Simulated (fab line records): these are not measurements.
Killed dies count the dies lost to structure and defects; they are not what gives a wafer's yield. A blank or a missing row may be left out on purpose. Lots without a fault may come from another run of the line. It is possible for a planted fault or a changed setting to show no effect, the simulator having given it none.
fab line records | flow n5Finfet
[record] lots = 24 wafers = 72 lastDay = 18
route steps=1938 shown GATE_CUT@506 MOL_CONTACT_COAG@528
lots that met no fault: from a run of the same line without faults
startH: start of the lot's first displayed wafer, in hours after the record's first day | waitH: hours from the lot's prior step to this one | " identical to the entry in the row above | L1.1+2: a row that stands for several wafers | - value missing, or start not given | * or withheld: withheld | < > ~ a bound
route shown NAME@n: NAME is a module with steps in the file, n the number in the route of the first one | usual: the fault-free wafers' mean and standard deviation | same: alike in all rows | chamber/n: place in a boat | sites: the reading at each site | _std_site: how widely they spread, as a standard deviation | _edge_site: mean of outer sites minus mean of inner sites | radiusMm: how far each site lies from the wafer's centre | mask NAME#n: copy n | behind: the tool/chamber that last shaped the wafer | hold: the reason the lot was held/the length of the hold in hours/how it ended | device: transistor that didn't switch, given as n, p or np | end of line: tests run on the same wafers once the route is complete | where a step has no rows: the recipe by itself | killed: dies lost to structure and defects at the first sort, not the wafer's yield | map: a wafer's dies, x killed, . not, _ none there
set.NAME: the setting that was run; set.NAME@STEP: the one run at that earlier step | model.NAME: the simulator's own value behind a step, which no gauge read
one table for each step of the route and one row for each wafer, over a sample of lots
services: from which hour (startH, from the record's first day; less than 0 if before it) a tool's chamber was out of use, for how many hours, and why
[[steps]]
[step N5_GATE_CUT_VAPOR_ETCH_51]
[recipe] chemistry = BCl3/Cl2 target = HfO2 mode = isotropic
[usual] drypumpMotorCurrentA = 5.8/0.4 oesProductAu = 0.75/0.12
// columns lot.wafer tool chamber startH waitH drypumpMotorCurrentA oesProductAu
L074.1 rieMetal-01 1 89.79 0.0 6.0 0.69
L074.2 " 0 " " 4.9 0.64
L074.3 " 0 " " 4.9 0.64
L075.3 rieMetal-02 1 94.92 0.0 5.5 0.71
L075.4 " 0 " " 6.1 1.01
L075.6 " 0 " " 6.1 1.01
L076.3 rieMetal-03 1 101.75 0.0 6.0 0.63
L076.4 " 0 " " 6.1 0.86
L076.6 " 1 " " 6.0 0.64
L077.3 rieMetal-02 0 105.49 0.0 6.1 0.99
L077.4 " 1 " " 5.5 0.70
L077.6 " 0 " " 6.1 0.99
L078.2 rieMetal-03 0 110.49 0.0 6.1 0.87
L078.4 " 0 " " 6.0 0.87
L078.5 " 1 " " 6.0 0.64
L079.3 rieMetal-02 1 118.20 0.0 5.5 0.70
L079.4 " 0 " " 6.1 0.97
L079.6 " 1 " " 5.5 0.70
L080.1 rieMetal-03 1 123.82 0.0 6.0 0.63
L080.4 " 1 " " 6.0 0.63
L080.6 " 1 " " 6.0 0.63
L081.1 rieMetal-01 1 131.59 0.0 6.0 0.68
L081.2 " 0 " " 4.9 0.64
L081.5 " 1 " " 6.0 0.68
L082.1 rieMetal-01 1 137.33 0.0 6.1 0.68
L082.4 " 0 " " 4.9 0.63
L082.5 " 1 " " 6.0 0.68
L083.1 rieMetal-02 0 146.21 0.0 6.1 0.95
L083.2 " 1 " " 5.5 0.70
L083.5 " 1 " " 5.5 0.70
L084.1 rieMetal-02 0 155.23 0.0 6.1 0.95
L084.5 " 0 " " 6.1 0.95
L084.6 " 1 " " 5.5 0.70
L085.2 rieMetal-01 0 159.46 0.1 4.9 0.63
L085.4 " 0 " " 4.9 0.63
L085.6 " 0 " " 4.9 0.62
L086.1 rieMetal-03 0 162.32 0.0 6.1 0.85
L086.2 " 1 " " 6.0 0.63
L086.4 " 1 " " 6.0 0.63
L087.1 rieMetal-02 0 166.58 0.0 6.1 0.94
L087.2 " 1 " " 5.5 0.69
L087.6 " 0 " " 6.1 0.94
L088.2 rieMetal-03 1 170.57 0.0 6.0 0.63
L088.5 " 1 " " 6.0 0.63
L088.6 " 0 " " 6.1 0.85
L089.3 rieMetal-01 1 177.44 0.1 6.0 0.68
L089.4 " 1 " " 6.0 0.68
L089.5 " 1 " " 6.0 0.67
L090.2 rieMetal-02 0 178.88 0.0 6.1 0.93
L090.3 " 0 " " 6.1 0.93
L090.4 " 1 " " 5.5 0.69
L091.1 rieMetal-01 0 188.15 0.0 4.9 0.62
L091.3 " 0 " " 4.9 0.63
L091.4 " 1 " " 6.1 0.68
L092.2 rieMetal-03 1 197.32 0.0 6.0 0.63
L092.5 " 0 " " 6.1 0.85
L092.6 " 1 " " 6.0 0.63
L093.1 rieMetal-02 1 198.45 0.0 5.5 0.69
L093.2 " 0 " " 6.1 0.91
L093.3 " 0 " " 6.1 0.91
L094.4 rieMetal-02 1 205.44 0.0 5.5 0.68
L094.5 " 1 " " 5.5 0.69
L094.6 " 0 " " 6.1 0.91
L095.2 rieMetal-02 1 209.14 0.0 5.5 0.68
L095.4 " 1 " " 5.5 0.68
L095.5 " 0 " " 6.1 0.90
L096.1 rieMetal-03 1 213.94 0.0 6.0 0.62
L096.2 " 0 " " 6.1 0.83
L096.4 " 1 " " 6.0 0.62
L097.4 rieMetal-03 1 223.42 0.0 6.0 0.62
L097.5 " 0 " " 6.0 0.84
L097.6 " 1 " " 6.0 0.62
[step N5_GATE_CUT_INSPECT_26]
[recipe] inspectInstrument = darkfield mode = postCmp
[usual] rawDefectCount = 40/16
// columns lot.wafer tool chamber startH waitH rawDefectCount
L074.1 defectInspect-02 - 95.92 0.0 16
L074.2 " - " " 47
L074.3 " - " " 32
L075.3 defectInspect-02 - 102.02 0.0 35
L075.4 " - " " 28
L075.6 " - " " 23
L076.3 defectInspect-01 - 106.20 0.0 30
L076.4 " - " " 30
L076.6 " - " " 27
L077.3 defectInspect-01 - 108.94 0.0 27
L077.4 " - " " 47
L077.6 " - " " 53
L078.2 defectInspect-02 - 113.22 0.0 13
L078.4 " - " " 19
L078.5 " - " " 24
L079.3 defectInspect-02 - 120.92 0.0 14
L079.4 " - " " 19
L079.6 " - " " 33
L080.1 defectInspect-01 - 126.55 0.0 67
L080.4 " - " " 29
L080.6 " - " " 54
L081.1 defectInspect-02 - 134.32 0.0 23
L081.2 " - " " 33
L081.5 " - " " 41
L082.1 defectInspect-02 - 140.06 0.0 25
L082.4 " - " " 18
L082.5 " - " " 39
L083.1 defectInspect-01 - 148.94 0.0 30
L083.2 " - " " 26
L083.5 " - " " 25
L084.1 defectInspect-01 - 158.06 0.0 48
L084.5 " - " " 64
L084.6 " - " " 45
L085.2 defectInspect-02 - 162.26 0.0 22
L085.4 " - " " 24
L085.6 " - " " 49
L086.1 defectInspect-02 - 165.34 0.0 43
L086.2 " - " " 50
L086.4 " - " " 67
L087.1 defectInspect-01 - 169.96 0.0 18
L087.2 " - " " 41
L087.6 " - " " 19
L088.2 defectInspect-02 - 173.30 0.0 47
L088.5 " - " " 60
L088.6 " - " " 35
L089.3 defectInspect-02 - 180.18 0.0 35
L089.4 " - " " 22
L089.5 " - " " 28
L090.2 defectInspect-02 - 181.61 0.0 48
L090.3 " - " " 42
L090.4 " - " " 64
L091.1 defectInspect-01 - 192.96 0.0 57
L091.3 " - " " 28
L091.4 " - " " 59
L092.2 defectInspect-01 - 200.05 0.0 50
L092.5 " - " " 41
L092.6 " - " " 35
L093.1 defectInspect-02 - 201.18 0.0 64
L093.2 " - " " 38
L093.3 " - " " 50
L094.4 defectInspect-02 - 208.93 0.0 31
L094.5 " - " " 15
L094.6 " - " " 26
L095.2 defectInspect-01 - 212.45 0.0 48
L095.4 " - " " 35
L095.5 " - " " 41
L096.1 defectInspect-02 - 216.67 0.0 28
L096.2 " - " " 31
L096.4 " - " " 35
L097.4 defectInspect-02 - 226.14 0.0 55
L097.5 " - " " 38
L097.6 " - " " 41
[step N5_MOL_CONTACT_COAG_INSPECT_10]
[recipe] mode = adi inspectInstrument = brightfield
[usual] rawDefectCount = 72/27
// columns lot.wafer tool chamber startH waitH rawDefectCount
L074.1 defectInspect-01 - 96.43 0.1 50
L074.2 " - " " 78
L074.3 " - " " 81
L075.3 defectInspect-02 - 102.53 0.0 50
L075.4 " - " " 65
L075.6 " - " " 44
L076.3 defectInspect-01 - 106.71 0.0 56
L076.4 " - " " 68
L076.6 " - " " 46
L077.3 defectInspect-01 - 109.46 0.0 46
L077.4 " - " " 101
L077.6 " - " " 75
L078.2 defectInspect-01 - 113.73 0.0 36
L078.4 " - " " 51
L078.5 " - " " 59
L079.3 defectInspect-01 - 121.31 0.0 30
L079.4 " - " " 51
L079.6 " - " " 55
L080.1 defectInspect-02 - 126.94 0.1 83
L080.4 " - " " 52
L080.6 " - " " 67
L081.1 defectInspect-01 - 134.84 0.1 49
L081.2 " - " " 82
L081.5 " - " " 100
L082.1 defectInspect-02 - 140.45 0.1 43
L082.4 " - " " 28
L082.5 " - " " 59
L083.1 defectInspect-01 - 149.45 0.1 48
L083.2 " - " " 46
L083.5 " - " " 66
L084.1 defectInspect-02 - 158.45 0.1 75
L084.5 " - " " 93
L084.6 " - " " 67
L085.2 defectInspect-02 - 162.64 0.0 45
L085.4 " - " " 41
L085.6 " - " " 92
L086.1 defectInspect-02 - 165.73 0.1 67
L086.2 " - " " 101
L086.4 " - " " 102
L087.1 defectInspect-02 - 170.47 0.1 33
L087.2 " - " " 53
L087.6 " - " " 25
L088.2 defectInspect-02 - 173.69 0.0 84
L088.5 " - " " 116
L088.6 " - " " 60
L089.3 defectInspect-01 - 180.69 0.0 62
L089.4 " - " " 51
L089.5 " - " " 69
L090.2 defectInspect-02 - 182.25 0.2 100
L090.3 " - " " 83
L090.4 " - " " 105
L091.1 defectInspect-02 - 193.47 0.1 68
L091.3 " - " " 53
L091.4 " - " " 101
L092.2 defectInspect-01 - 200.46 0.0 102
L092.5 " - " " 68
L092.6 " - " " 67
L093.1 defectInspect-01 - 201.56 0.1 122
L093.2 " - " " 74
L093.3 " - " " 95
L094.4 defectInspect-02 - 209.44 0.0 60
L094.5 " - " " 29
L094.6 " - " " 52
L095.2 defectInspect-01 - 212.84 0.0 89
L095.4 " - " " 75
L095.5 " - " " 79
L096.1 defectInspect-01 - 217.06 0.1 59
L096.2 " - " " 56
L096.4 " - " " 69
L097.4 defectInspect-01 - 226.53 0.0 104
L097.5 " - " " 77
L097.6 " - " " 99
[step N5_MOL_CONTACT_COAG_ETCHBACK_135]
[recipe] chemistry = CHF3 target = SiO2 targetDepthA = 250 timeS = 16.7 ionEnergyEv = 200 pressureMtorr = 30 sourceW = 610 biasW = 170 Ar_flow_sccm = 200 CHF3_flow_sccm = 50
[usual] chamberPressureMTorr = 29.999/0.028 drypumpMotorCurrentA = 5.5/0.37 oesProductAu = 0.77/0.085 rfVppV = 523/7.9 showerheadPlenumPTorr = 2.36/0.086 throttleValvePct = 18.71/0.18
// columns lot.wafer tool chamber startH waitH chamberPressureMTorr drypumpMotorCurrentA oesProductAu rfHoursCounterH rfVppV showerheadPlenumPTorr throttleValvePct
L074.1 rieDiel-02 0 107.97 0.0 29.987 5.7 0.72 178 530 2.28 18.74
L074.2 " 2 " " 30.024 5.9 0.73 175 510 2.47 18.84
L074.3 " 1 " " 29.968 5.0 0.92 11 515 2.44 18.43
L075.3 rieDiel-04 2 112.71 0.0 29.973 4.8 0.93 18 530 2.34 18.56
L075.4 " 1 " " 29.958 5.3 0.72 195 519 2.47 18.96
L075.6 " 0 " " 29.991 5.9 0.71 - 517 2.27 18.82
L076.3 rieDiel-05 2 115.29 0.0 29.941 5.9 0.73 172 527 2.46 18.59
L076.4 " 2 " " 29.994 5.9 0.74 - 527 2.46 18.60
L076.6 " 3 " " 29.980 5.7 0.69 - 519 2.25 18.98
L077.3 rieDiel-04 0 122.11 0.0 30.032 5.9 0.71 176 519 2.27 18.83
L077.4 " 3 " " 30.004 5.6 0.71 174 536 2.27 18.65
L077.6 " 3 " " 30.027 5.6 0.71 - 537 2.27 18.66
L078.2 rieDiel-04 0 124.43 0.0 30.038 5.9 0.71 177 518 2.27 18.84
L078.4 " 3 " " 30.056 5.6 0.72 175 535 2.27 18.62
L078.5 " 0 " " 29.991 5.9 0.71 - 518 2.27 18.82
L079.3 rieDiel-04 2 130.02 0.0 30.001 4.8 0.91 24 531 2.33 18.58
L079.4 " 1 " " 30.056 5.3 0.71 201 519 2.47 18.96
L079.6 " 2 " " 30.002 4.8 0.91 - 531 2.33 18.58
L080.1 rieDiel-02 3 137.92 0.0 30.042 5.4 0.92 23 521 2.42 18.53
L080.4 " 0 " " 30.024 5.7 0.73 186 530 2.28 18.76
L080.6 " 2 " " 30.029 5.9 0.73 - 512 2.46 18.85
L081.1 rieDiel-04 1 143.66 0.0 29.973 5.3 0.71 206 518 2.47 18.96
L081.2 " 2 " " 29.977 4.8 0.90 28 531 2.33 18.58
L081.5 " 1 " " 30.001 5.3 0.71 - 519 2.47 18.98
L082.1 rieDiel-05 3 150.76 0.0 29.992 5.7 0.91 7 529 2.53 18.55
L082.4 " 2 " " 29.981 5.9 0.71 186 528 2.46 18.60
L082.5 " 1 " " 30.022 5.5 0.74 - 533 2.29 18.87
L083.1 rieDiel-04 1 159.03 0.0 29.974 5.3 0.70 212 519 2.46 18.99
L083.2 " 3 " " 30.011 5.6 0.70 186 536 2.26 18.67
L083.5 " 1 " " 30.023 5.3 0.70 - 520 2.46 18.98
L084.1 rieDiel-05 0 173.20 0.0 30.000 4.9 0.80 79 522 2.39 18.26
L084.5 " 3 " " 29.990 5.7 0.90 - 529 2.53 18.57
L084.6 " 2 " " 30.037 5.9 0.71 - 528 2.46 18.61
L085.2 rieDiel-02 3 173.35 0.0 30.024 5.4 0.91 35 520 2.41 18.55
L085.4 " 0 " " 29.983 5.7 0.71 197 528 2.27 18.77
L085.6 " 0 " " 30.043 5.7 0.71 - 529 2.27 18.78
L086.1 rieDiel-04 1 175.50 0.0 29.983 5.3 0.70 215 517 2.46 18.98
L086.2 " 0 " " 29.957 5.9 0.70 195 516 2.27 18.86
L086.4 " 3 " " 30.002 5.6 0.71 192 535 2.26 18.68
L087.1 rieDiel-04 3 183.04 0.0 29.998 5.6 0.70 195 535 2.26 18.68
L087.2 " 1 " " 30.019 5.3 0.70 217 520 2.46 18.99
L087.6 " 0 " " 29.989 5.9 0.70 - 516 2.26 18.87
L088.2 rieDiel-02 2 185.29 0.0 29.943 5.9 0.71 199 512 2.46 18.88
L088.5 " 2 " " 30.018 5.9 0.70 - 510 2.46 18.90
L088.6 " 3 " " 29.934 5.4 0.88 - 520 2.41 18.55
L089.3 rieDiel-02 1 193.52 0.0 30.016 5.0 0.86 37 515 2.43 18.47
L089.4 " 3 " " 30.002 5.4 0.88 40 520 2.41 18.55
L089.5 " 0 " " 29.947 5.7 0.71 - 529 2.27 18.78
L090.2 rieDiel-04 1 194.83 0.0 30.012 5.3 0.70 221 519 2.46 18.99
L090.3 " 2 " " 29.972 4.8 0.88 47 531 2.32 18.60
L090.4 " 0 " " 30.009 5.9 0.69 202 518 2.26 18.87
L091.1 rieDiel-02 2 205.20 0.0 30.005 5.9 0.71 206 512 2.45 18.90
L091.3 " 0 " " 30.014 5.7 0.71 208 528 2.27 18.77
L091.4 " 1 " " 30.023 4.9 0.87 41 515 2.43 18.47
L092.2 rieDiel-02 3 212.44 0.0 30.018 5.4 0.87 46 521 2.41 18.55
L092.5 " 0 " " 30.009 5.7 0.69 - 529 2.27 18.78
L092.6 " 3 " " 29.998 5.4 0.87 - 521 2.41 18.55
L093.1 rieDiel-02 3 213.73 0.0 30.027 5.4 0.87 47 520 2.41 18.56
L093.2 " 1 " " 29.969 5.0 0.85 43 515 2.43 18.49
L093.3 " 2 " " 29.967 5.9 0.70 208 512 2.45 18.92
L094.4 rieDiel-02 1 220.79 0.0 29.999 5.0 0.84 46 515 2.43 18.49
L094.5 " 2 " " 30.047 5.9 0.70 - 510 2.45 18.90
L094.6 " 1 " " 29.975 5.0 0.84 - 514 2.43 18.48
L095.2 rieDiel-02 2 223.21 0.0 29.982 5.9 0.70 213 510 2.45 18.91
L095.4 " 3 " " 29.969 5.4 0.88 51 520 2.41 18.57
L095.5 " 0 " " 29.969 5.6 0.70 - 529 2.27 18.79
L096.1 rieDiel-04 3 229.63 0.0 30.040 5.6 0.70 206 536 2.25 18.72
L096.2 " 0 " " 30.052 5.9 0.70 208 517 2.26 18.87
L096.4 " 1 " " 29.989 5.3 0.70 228 519 2.46 19.00
L097.4 rieDiel-02 1 239.84 0.0 30.000 5.0 0.83 56 514 2.43 18.50
L097.5 " 3 " " 29.976 5.4 0.85 - 521 2.40 18.59
L097.6 " 2 " " 30.002 5.9 0.70 - 511 2.45 18.92
[step N5_MOL_CONTACT_COAG_ETCH_67]
[recipe] chemistry = N2/H2 target = SOC targetDepthA = 600 overetchA = 210 maskMaterial = SiARC tempC = 40 timeS = 101.2 ionEnergyEv = 200 pressureMtorr = 30 sourceW = 840 biasW = 150 n2FlowSccm = 200 h2FlowSccm = 200
[usual] chamberPressureMTorr = 30.000/0.025 drypumpMotorCurrentA = 5.5/0.37 oesProductAu = 0.65/0.068 rfVppV = 523.9/2.8 showerheadPlenumPTorr = 2.54/0.099 throttleValvePct = 17.80/0.22
// columns lot.wafer tool chamber startH waitH chamberPressureMTorr drypumpMotorCurrentA oesProductAu rfHoursCounterH rfVppV showerheadPlenumPTorr throttleValvePct
L074.1 rieDiel-04 2 109.56 0.0 29.986 4.8 0.78 16 522.7 2.48 17.53
L074.2 " 1 " " 29.979 5.3 0.61 194 528.0 2.61 17.92
L074.3 " 3 " " 29.955 5.6 0.61 168 520.4 2.43 17.79
L075.3 rieDiel-04 3 114.05 0.0 30.013 5.6 0.61 170 522.1 2.43 17.79
L075.4 " 1 " " 29.998 5.3 0.61 196 526.0 2.61 17.91
L075.6 " 1 " " 30.035 5.3 0.60 - 525.8 2.61 17.91
L076.3 rieDiel-02 0 116.48 0.0 29.993 5.6 0.61 180 519.9 2.45 18.07
L076.4 " 1 " " 30.043 4.9 0.76 13 525.2 2.60 17.40
L076.6 " 0 " " 30.020 5.7 0.60 - 520.3 2.45 18.06
L077.3 rieDiel-04 2 123.50 0.0 29.992 4.8 0.76 21 522.7 2.48 17.54
L077.4 " 3 " " 29.940 5.6 0.60 174 521.1 2.43 17.81
L077.6 " 2 " " 30.030 4.8 0.76 - 521.2 2.48 17.53
L078.2 rieDiel-05 1 125.73 0.0 30.026 5.6 0.62 172 520.7 2.43 17.97
L078.4 " 0 " " 29.989 5.0 0.69 - 525.3 2.58 17.40
L078.5 " 2 " " 29.963 5.9 0.61 - 525.6 2.65 17.81
L079.3 rieDiel-04 0 131.47 0.0 29.984 5.9 0.60 179 521.5 2.43 17.97
L079.4 " 3 " " 29.997 5.6 0.60 177 521.3 2.43 17.81
L079.6 " 3 " " 29.964 5.6 0.60 - 521.2 2.43 17.81
L080.1 rieDiel-05 0 139.55 0.0 30.005 4.9 0.68 67 524.1 2.58 17.41
L080.4 " 3 " " 29.996 5.7 0.79 3 527.6 2.72 17.65
L080.6 " 3 " " 29.970 5.7 0.79 - 529.0 2.72 17.64
L081.1 rieDiel-04 2 145.05 0.0 30.047 4.8 0.76 28 521.7 2.48 17.56
L081.2 " 1 " " 30.009 5.3 0.60 207 524.9 2.61 17.92
L081.5 " 0 " " 30.015 5.9 0.59 - 520.6 2.43 17.99
L082.1 rieDiel-05 1 152.05 0.0 29.996 5.5 0.63 181 518.1 2.43 17.98
L082.4 " 0 " " 30.017 4.9 0.68 72 524.4 2.58 17.40
L082.5 " 3 " " 29.974 5.7 0.78 - 527.2 2.72 17.65
L083.1 rieDiel-04 2 160.94 0.0 30.016 4.8 0.75 35 522.5 2.47 17.55
L083.2 " 0 " " 30.035 5.9 0.59 189 521.3 2.42 17.99
L083.5 " 0 " " 30.006 5.9 0.59 - 521.3 2.42 17.99
L085.2 rieDiel-02 2 174.67 0.0 29.996 5.9 0.61 196 527.1 2.64 18.01
L085.4 " 3 " " 30.048 5.4 0.76 35 525.9 2.57 17.57
L085.6 " 2 " " 29.988 5.9 0.60 - 527.4 2.64 18.01
L084.1 rieDiel-05 1 174.68 0.0 29.998 5.5 0.62 190 520.5 2.43 17.99
L084.5 " 2 " " 30.002 5.9 0.60 - 526.9 2.64 17.86
L084.6 " 3 " " 30.082 5.7 0.76 - 529.5 2.71 17.68
L086.1 rieDiel-02 0 176.80 0.0 29.991 5.6 0.60 199 519.9 2.44 18.09
L086.2 " 1 " " 30.020 5.0 0.73 30 525.7 2.59 17.44
L086.4 " 2 " " 30.002 5.9 0.60 196 526.5 2.64 18.02
L087.1 rieDiel-04 0 184.35 0.0 30.003 5.9 0.59 198 520.8 2.42 18.00
L087.2 " 1 " " 29.992 5.3 0.59 217 526.0 2.61 17.95
L087.6 " 0 " " 29.973 5.9 0.59 - 520.4 2.42 17.99
L088.2 rieDiel-05 1 186.68 0.0 30.004 5.5 0.61 194 520.4 2.43 18.01
L088.5 " 1 " " 29.968 5.5 0.62 - 520.7 2.43 18.00
L088.6 " 0 " " 29.942 5.0 0.67 - 525.1 2.57 17.44
L089.3 rieDiel-05 2 194.84 0.0 30.017 5.9 0.60 201 525.5 2.63 17.86
L089.4 " 3 " " 29.985 5.7 0.74 21 528.5 2.71 17.69
L089.5 " 3 " " 29.965 5.7 0.74 - 528.8 2.71 17.70
L090.2 rieDiel-04 3 196.43 0.0 30.049 5.7 0.58 200 521.0 2.42 17.85
L090.3 " 1 " " 29.973 5.3 0.59 222 527.1 2.60 17.95
L090.4 " 2 " " 29.992 4.8 0.72 48 520.8 2.47 17.58
L091.1 rieDiel-04 1 206.46 0.0 29.965 5.3 0.59 225 526.2 2.60 17.97
L091.3 " 3 " " 29.988 5.6 0.58 203 520.4 2.42 17.84
L091.4 " 0 " " 29.979 5.9 0.58 206 519.8 2.42 18.01
L092.2 rieDiel-05 2 215.20 0.0 30.014 5.9 0.59 208 524.4 2.63 17.90
L092.5 " 3 " " 30.036 5.7 0.73 - 529.0 2.71 17.70
L092.6 " 2 " " 29.994 5.9 0.59 - 526.2 2.63 17.90
L093.1 rieDiel-02 1 215.80 0.0 30.032 5.0 0.71 44 526.1 2.58 17.45
L093.2 " 3 " " 30.013 5.4 0.73 48 525.1 2.57 17.60
L093.3 " 0 " " 29.966 5.6 0.59 211 520.5 2.43 18.12
L094.4 rieDiel-02 3 223.44 0.0 29.978 5.3 0.73 51 525.0 2.57 17.59
L094.5 " 3 " " 29.988 5.4 0.72 - 523.9 2.57 17.59
L094.6 " 2 " " 30.039 5.9 0.60 - 527.2 2.64 18.04
L095.2 rieDiel-05 0 226.23 0.0 30.000 4.9 0.66 93 523.9 2.57 17.45
L095.4 " 1 " " 30.007 5.5 0.61 209 520.4 2.42 18.04
L095.5 " 2 " " 29.995 5.9 0.58 - 526.4 2.63 17.91
L096.1 rieDiel-02 3 232.29 0.0 30.005 5.4 0.73 55 524.7 2.56 17.62
L096.2 " 1 " " 30.006 5.0 0.70 53 525.0 2.58 17.48
L096.4 " 0 " " 30.021 5.7 0.59 219 521.0 2.43 18.12
L097.4 rieDiel-02 1 241.64 0.0 29.990 5.0 0.70 57 524.6 2.58 17.48
L097.5 " 1 " " 30.041 5.0 0.69 - 523.1 2.58 17.48
L097.6 " 0 " " 30.026 5.6 0.58 - 518.3 2.43 18.14
[step N5_MOL_CONTACT_COAG_CVD_140]
[recipe] material = W targetThkA = 665 mode = selectiveFill tempC = 300 timeS = 215
[usual] heaterPowerW = 474/47
// columns lot.wafer tool chamber startH waitH heaterPowerW
L074.1 cvdW-01 0 110.16 0.1 508
L074.2 " 1 " " 410
L074.3 " 1 " " 412
L075.3 cvdW-01 1 114.74 0.1 416
L075.4 " 0 " " 521
L075.6 " 0 " " 513
L076.3 cvdW-02 0 117.17 0.1 435
L076.4 " 1 " " 519
L076.6 " 1 " " 517
L077.3 cvdW-02 0 124.19 0.1 434
L077.4 " 1 " " 519
L077.6 " 0 " " 432
L078.2 cvdW-01 0 126.33 0.1 511
L078.4 " 1 " " 413
L078.5 " 1 " " 413
L079.3 cvdW-01 0 132.15 0.1 515
L079.4 " 1 " " 413
L079.6 " 0 " " 507
L080.1 cvdW-02 0 140.17 0.1 440
L080.4 " 0 " " 427
L080.6 " 1 " " 529
L081.1 cvdW-02 1 145.65 0.1 521
L081.2 " 0 " " 436
L081.5 " 1 " " 511
L082.1 cvdW-02 0 152.66 0.1 422
L082.4 " 1 " " 523
L082.5 " 0 " " 435
L083.1 cvdW-02 1 161.54 0.1 511
L083.2 " 0 " " 416
L083.5 " 0 " " 431
L085.2 cvdW-02 0 175.28 0.1 422
L085.4 " 1 " " 522
L085.6 " 1 " " 525
L084.1 cvdW-01 0 175.28 0.1 504
L084.5 " 0 " " 529
L084.6 " 1 " " 407
L086.1 cvdW-02 1 177.40 0.1 534
L086.2 " 0 " " 441
L086.4 " 1 " " 522
L087.1 cvdW-02 1 184.95 0.1 520
L087.2 " 0 " " 434
L087.6 " 1 " " 530
L088.2 cvdW-01 0 187.45 0.2 499
L088.5 " 0 " " 511
L088.6 " 0 " " 522
L089.3 cvdW-02 0 195.52 0.1 436
L089.4 " 1 " " 511
L089.5 " 1 " " 522
L090.2 cvdW-01 0 197.03 0.1 513
L090.3 " 0 " " 516
L090.4 " 1 " " 416
L091.1 cvdW-02 1 207.07 0.1 525
L091.3 " 0 " " 430
L091.4 " 1 " " 525
L092.2 cvdW-02 0 215.95 0.1 441
L092.5 " 0 " " 427
L092.6 " 1 " " 533
L093.1 cvdW-01 0 216.40 0.1 512
L093.2 " 1 " " 414
L093.3 " 1 " " 425
L094.4 cvdW-01 1 224.13 0.1 409
L094.5 " 1 " " 424
L094.6 " 0 " " 514
L095.2 cvdW-02 0 226.93 0.1 441
L095.4 " 0 " " 424
L095.5 " 1 " " 526
L096.1 cvdW-02 1 233.09 0.1 524
L096.2 " 0 " " 434
L096.4 " 1 " " 525
L097.4 cvdW-02 0 242.34 0.1 435
L097.5 " 0 " " 423
L097.6 " 1 " " 523
[[services]]
// columns tool chamber startH hours kind
rieDiel-04 - 99.96 4.3 pm
rieDiel-02 - 110.97 2.8 pm
rieDiel-05 0 113.45 3.9 repair
rieDiel-05 - 116.55 0.5 repair
rieDiel-05 3 117.37 - clean
rieDiel-05 3 117.37 - consumableReplace:focusRing
rieDiel-05 3 117.37 - consumableReplace:showerhead
rieDiel-05 3 117.37 14.9 scheduledDown
rieDiel-05 3 117.37 14.9 ventCycle
cvdW-02 - 118.60 0.5 repair
cvdW-02 0 133.12 4.1 repair
rieMetal-01 1 141.20 28.3 repair
rieDiel-04 3 144.48 1.3 repair
cvdW-01 0 150.66 15.8 repair
rieDiel-04 1 165.57 6.6 repair
rieMetal-01 0 167.21 9.9 repair
rieDiel-02 1 169.13 2.1 repair
cvdW-01 1 183.85 6.7 repair
rieDiel-04 - 212.45 14.6 pm
rieDiel-05 0 213.96 11.5 repair
[[key]]
fault none
